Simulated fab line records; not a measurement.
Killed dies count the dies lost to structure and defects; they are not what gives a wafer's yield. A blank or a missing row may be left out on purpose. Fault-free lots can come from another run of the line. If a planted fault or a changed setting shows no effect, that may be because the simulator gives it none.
A struck lot beside a sound one :: flow nand-harc :: 33 out of 1159 route steps
Sound: these wafers, L105.2, L105.3, L105.4. Wafers struck: L103.1, L103.4, L103.5. The cause is given at the end.
Each step with rows lists, per side, the tool, then ch with its chambers, then its first start. Under that, the readings that differ: sound wafers :: struck wafers :: difference of the means :: sigmas: that difference in standard deviations of wafers without a fault.
alike: a reading whose means differ by less than 2 such deviations, as well as words and numbers matching on both sides. not compared: withheld readings; readings where some wafer has no value; bounds like >300 that might hide an equal value; numbers whose values overlap and for which the record gives no deviation.
Wherever a step has rows on one side only, a row that says differs or no value, or a row with sigmas, the two part there. When numbers do not overlap yet have no deviation, they are printed without sigmas and do not part them. Lack of a reading on every wafer of one side parts them only where that side has two or more wafers.

first, 9 steps without rows for these wafers: NHARC_A_CHANNEL_HOLE_D1_DEP_00 (deposits aC, target thk 3100 nm); NHARC_A_CHANNEL_HOLE_D1_DEP_01 (deposits SiON, target thk 140 nm); NHARC_A_CHANNEL_HOLE_D1_DEHYDRATE_02 (time 120 s); NHARC_A_CHANNEL_HOLE_D1_HMDS_03 (time 30 s); NHARC_A_CHANNEL_HOLE_D1_COAT_36 (time 75 s); NHARC_A_CHANNEL_HOLE_D1_COAT_37 (time 65 s); NHARC_A_CHANNEL_HOLE_D1_COAT_04 (resist thk 90 nm); NHARC_A_CHANNEL_HOLE_D1_SOFTBAKE_05 (time 55 s); NHARC_A_CHANNEL_HOLE_D1_EBR_06.
NHARC_A_CHANNEL_HOLE_D1_EXPOSE_07: exposes mask HOLE D1, target cd 100 nm.
  sound on arfi-scanner-03 ch 0, day 11 06:46; struck on arfi-scanner-01 ch 0, day 10 23:20
reading: exposure-dose-mJ-cm2
sound: 59.69 59.65 59.62
struck: 55.53 55.55 55.54
difference: -4.11
sigmas: -70
  alike: mask
then, 2 steps without rows for these wafers: NHARC_A_CHANNEL_HOLE_D1_PEB_08 (peb time 65 s); NHARC_A_CHANNEL_HOLE_D1_DEVELOP_09 (develop time 35 s).
NHARC_A_CHANNEL_HOLE_D1_CD_MEAS_10: target cd 100 nm.
  sound on cd-sem-01 ch 0, day 11 06:55; struck on cd-sem-03 ch 0, day 10 23:28
reading: cd-nm (nm)
sound: 100.3 100.8 101.4
struck: 97.1 96.7 96.5
difference: -4.1
sigmas: -6
NHARC_A_CHANNEL_HOLE_D1_DESCUM_15: chemistry O2, time 3 s.
  sound on rie-diel-13 ch 1,2,3, day 11 07:05; struck on rie-diel-11 ch 2,3, day 10 23:40
reading: model.A_CHANNEL_HOLE_D1.cd-nm (nm)
sound: 101.3 100.3 100.8
struck: 97.1 95.74 95.59
difference: -4.7
sigmas: 
  alike: drypump-motor-current-A, oes-product-au, rf-vpp-V, showerhead-plenum-p-Torr, throttle-valve-pct
  not compared: rf-hours-counter-h
then, 16 steps without rows for these wafers: NHARC_A_CHANNEL_HOLE_D1_ETCH_38 (etches the open film in CF4, target depth 39 nm, time 65 s); NHARC_A_CHANNEL_HOLE_D1_ETCH_39 (etches the open film in N2/H2, target depth 260 nm, time 325 s); NHARC_A_CHANNEL_HOLE_D1_ETCH_34 (etches the open film in CF4/CHF3, target depth 154 nm, time 77 s); NHARC_A_CHANNEL_HOLE_D1_ETCH_16 (etches the open film in O2/COS, target depth 3100 nm, time 806 s); NHARC_A_CHANNEL_HOLE_D1_ETCH_19 (etches the open film in C4F8/O2/Ar, time 34.5 s); NHARC_A_CHANNEL_HOLE_D1_ETCH_20 (etches the open film in C4F8/O2/Ar, time 361.9 s, target depth 1600 nm); NHARC_A_CHANNEL_HOLE_D1_ETCH_21 (etches the open film in C4F8/O2/Ar, time 514.3 s, target depth 1600 nm); NHARC_A_CHANNEL_HOLE_D1_ETCH_22 (etches the open film in C4F8/O2/Ar, time 666.7 s, target depth 1600 nm); NHARC_A_CHANNEL_HOLE_D1_ETCH_23 (etches the open film in C4F8/O2/Ar, time 819 s, target depth 1600 nm); NHARC_A_CHANNEL_HOLE_D1_ETCH_24 (etches the open film in C4F8/O2/Ar, time 906.2 s, target depth 1500 nm); NHARC_A_CHANNEL_HOLE_D1_ETCH_25 (etches the open film in C4F8/O2/Ar, time 1040.2 s, target depth 1500 nm); NHARC_A_CHANNEL_HOLE_D1_ETCH_26 (etches the open film in C4F8/O2/Ar, time 224.1 s, target depth 300 nm); NHARC_A_CHANNEL_HOLE_D1_ETCH_33 (etches the open film in C4F8/O2/Ar, time 90 s, target depth 400 nm); NHARC_A_CHANNEL_HOLE_D1_STRIP_41 (strips in N2/H2); NHARC_A_CHANNEL_HOLE_D1_STRIP_42 (strips in CF4/CHF3); NHARC_A_CHANNEL_HOLE_D1_STRIP_43 (strips in O2/COS).
NHARC_A_CHANNEL_HOLE_D1_ETCH_44: etches the open film in CF4/O2, target depth 140 nm, overetch 14 nm, time 77 s.
  sound on rie-diel-13 ch 0,1,3, day 11 13:01; struck on rie-diel-11 ch 2,3, day 11 05:34
  alike: drypump-motor-current-A, oes-product-au, rf-vpp-V, showerhead-plenum-p-Torr, throttle-valve-pct
  not compared: rf-hours-counter-h, model.A_CHANNEL_HOLE_D1.cd-nm
then, 1 step without rows for these wafers: NHARC_A_CHANNEL_HOLE_D1_STRIP_27 (strips in O2).
-- record jumps: 10 days between struck wafers' starts before vs after; left off in module A_CHANNEL_HOLE_D1, resumes in module END, first step shown is number 1159 of the route --
NHARC_END_SORT_01:
  here the record holds rows for the struck wafers (prober-02 ch 0, day 21 11:22) but none for the sound ones

== WHERE THEY PART ==
Last at NHARC_END_SORT_01 as far as this record goes, first at NHARC_A_CHANNEL_HOLE_D1_EXPOSE_07.

WHY: what had been put in by the simulator
Process parameter drift: arfi-scanner-01, from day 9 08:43 on, at NHARC_A_CHANNEL_HOLE_D1_EXPOSE_07. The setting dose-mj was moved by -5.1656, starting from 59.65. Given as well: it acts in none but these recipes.
